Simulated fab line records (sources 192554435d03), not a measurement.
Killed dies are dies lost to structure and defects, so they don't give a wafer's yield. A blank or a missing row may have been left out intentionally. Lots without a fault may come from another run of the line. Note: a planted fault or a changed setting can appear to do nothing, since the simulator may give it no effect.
Chamber matching	flow n5Finfet	N5_BEOL_M1_ALD_84 on aldMetal-02: 4 sister chambers
The step deposits TaN, pulse time 2 s, purge time 3 s, co reactant purge time 2 s. 8 wafers are shown with their chamber, then 12 later ones without.

== WAFERS WITH THEIR CHAMBER ==
wafer	chamber	heaterPowerW (W)	precursorVesselCarrierSccm (sccm)
L082.5	3	405	1000.7
L084.1	1	437	1001.0
L084.4	2	464	1000.0
L087.1	2	461	1006.3
L087.4	3	412	999.1
L089.1	1	446	997.8
L089.2	0	434	1001.8
L089.6	0	419	1004.9

== WAFERS WHOSE CHAMBER IS MISSING ==
wafer	heaterPowerW (W)	precursorVesselCarrierSccm (sccm)
L090.1	449	1004.0
L090.3	411	996.0
L090.5	439	1003.3
L094.4	406	995.5
L094.5	454	999.3
L094.6	415	997.0
L095.2	434	1004.8
L095.4	421	998.2
L095.5	431	1003.4
L097.1	453	1001.0
L097.4	403	999.5
L097.6	463	1006.4

== THE CHAMBER EACH PASSED THROUGH ==
wafer	from the rows above	in truth
L090.1	can't be placed: 1 or 2 or 0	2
L090.3	3	3
L090.5	can't be placed: 1 or 0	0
L094.4	3	3
L094.5	can't be placed: 1 or 2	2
L094.6	can't be placed: 3 or 0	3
L095.2	can't be placed: 0 or 1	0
L095.4	can't be placed: 3 or 0 or 1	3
L095.5	can't be placed: 0 or 1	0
L097.1	can't be placed: 2 or 1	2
L097.4	3	3
L097.6	2	2
4 of 12 placed correctly. These rows do not allow placing 8 (true chamber among the candidates in 8). Number placed wrongly: 0.
How it was worked out, from the rows above alone: a wafer's distance from a chamber is the root of the sum, over the readings, of the square of ((its reading less the chamber's mean) divided by the reading's scatter). The wafer belongs to the nearest chamber; if the next one is less than 2 further off, it can't be placed. A chamber's mean is the mean of its shown wafers. How the scatter is found: for the shown wafers, subtract from each reading the mean of its chamber, square and add these, divide the total by (wafers less chambers), then take the root.
